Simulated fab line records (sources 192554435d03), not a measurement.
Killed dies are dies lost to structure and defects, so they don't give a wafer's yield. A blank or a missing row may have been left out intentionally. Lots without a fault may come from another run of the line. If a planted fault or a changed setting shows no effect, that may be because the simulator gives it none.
Chamber matching ; flow n5-finfet ; N5_BEOL_M4_ETCH_69 on rie-diel-01 has 4 sister chambers
The step etches SiARC in CF4, target depth 15.6 nm, time 26 s. 8 wafers are shown with their chamber, then 12 later ones without.

WAFERS WITH THEIR CHAMBER
wafer;chamber;drypump-motor-current-A (A);throttle-valve-pct (%)
L082.2;1;5.0;16.03
L082.5;1;5.1;16.03
L082.6;2;5.9;15.60
L091.5;3;5.6;15.40
L091.6;0;5.8;15.58
L092.1;0;5.8;15.57
L092.2;3;5.5;15.42
L092.5;2;5.9;15.66

WAFERS WITH NO CHAMBER GIVEN
wafer;drypump-motor-current-A (A);throttle-valve-pct (%)
L093.3;5.9;15.68
L093.4;5.8;15.59
L093.6;5.5;15.42
L096.1;5.8;15.62
L096.2;5.6;15.45
L096.3;5.0;15.55
L096.4;5.9;15.69
L096.5;5.9;15.67
L096.6;5.6;15.44
L097.2;5.6;15.44
L097.4;5.1;15.57
L097.5;5.0;15.55

THE CHAMBER EACH PASSED THROUGH
wafer;from the rows above;in truth
L093.3;2;2
L093.4;0;0
L093.6;3;3
L096.1;can't be placed: 0 or 2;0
L096.2;3;3
L096.3;3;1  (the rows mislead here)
L096.4;2;2
L096.5;2;2
L096.6;3;3
L097.2;3;3
L097.4;3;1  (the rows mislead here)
L097.5;3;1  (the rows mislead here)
Placed correctly: 8 of 12. Unplaceable from these rows: 1, with the true chamber sitting among the candidates in 1. Placed wrongly: 3.
How it was worked out, from the rows above alone: a wafer's distance from a chamber is the root of the sum, over the readings, of the square of ((its reading less the chamber's mean) divided by the reading's scatter). If the next closest chamber is less than 2 further off than the closest, the wafer can't be placed; otherwise it belongs to the closest. The mean given for a chamber averages the wafers shown for that chamber. The scatter: the root of (the sum of the squares of (reading less its chamber's mean) over the shown wafers, divided by (wafers less chambers)).
